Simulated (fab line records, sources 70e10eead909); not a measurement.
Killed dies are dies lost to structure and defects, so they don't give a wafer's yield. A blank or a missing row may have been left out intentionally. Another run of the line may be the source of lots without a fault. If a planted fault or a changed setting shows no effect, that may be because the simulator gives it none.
Chamber matching	flow nandHarc	NHARC_THIN_TSV_ETCHBACK_48 on rieDiel-13 has 4 sister chambers
The step etches the open film in C4F8/Ar, target depth 1028.5 nm, time 405.17 s. 8 wafers are shown with their chamber, then 8 later ones without.

## WAFERS, EACH WITH ITS CHAMBER
wafer	chamber	rfVppV (V)	oesProductAu (a.u.)
L102.5	1	554	1.00
L105.2	2	547	0.92
L110.3	2	545	0.96
L110.4	3	552	0.92
L112.1	3	552	0.93
L112.5	0	548	0.92
L112.6	1	554	0.99
L117.3	0	547	0.91

## WAFERS WITH NO CHAMBER GIVEN
wafer	rfVppV (V)	oesProductAu (a.u.)
L117.5	546	0.91
L117.6	552	0.92
L119.2	547	0.98
L119.5	548	0.95
L119.6	553	0.98
L118.2	552	1.01
L118.5	552	1.00
L118.6	546	1.01

## WHICH CHAMBER EACH ONE RAN IN
wafer	from the rows above	in truth
L117.5	can't be placed: 0 or 2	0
L117.6	3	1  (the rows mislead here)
L119.2	can't be placed: 2 or 0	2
L119.5	can't be placed: 0 or 2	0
L119.6	1	1
L118.2	1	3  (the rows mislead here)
L118.5	1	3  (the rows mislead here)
L118.6	can't be placed: 2 or 0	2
Placed correctly: 1 of 8. Unplaceable from these rows: 4, with the true chamber sitting among the candidates in 4. Number placed wrongly: 3.
How it was worked out, from the rows above alone: a wafer's distance from a chamber is the root of the sum, over the readings, of the square of ((its reading less the chamber's mean) divided by the reading's scatter). The wafer belongs to the nearest chamber; if the next one is less than 2 further off, it can't be placed. A chamber's mean is the mean of its shown wafers. The scatter is the square root of a quotient: the sum, over the shown wafers, of each reading's squared deviation from its chamber's mean, divided by wafers minus chambers.
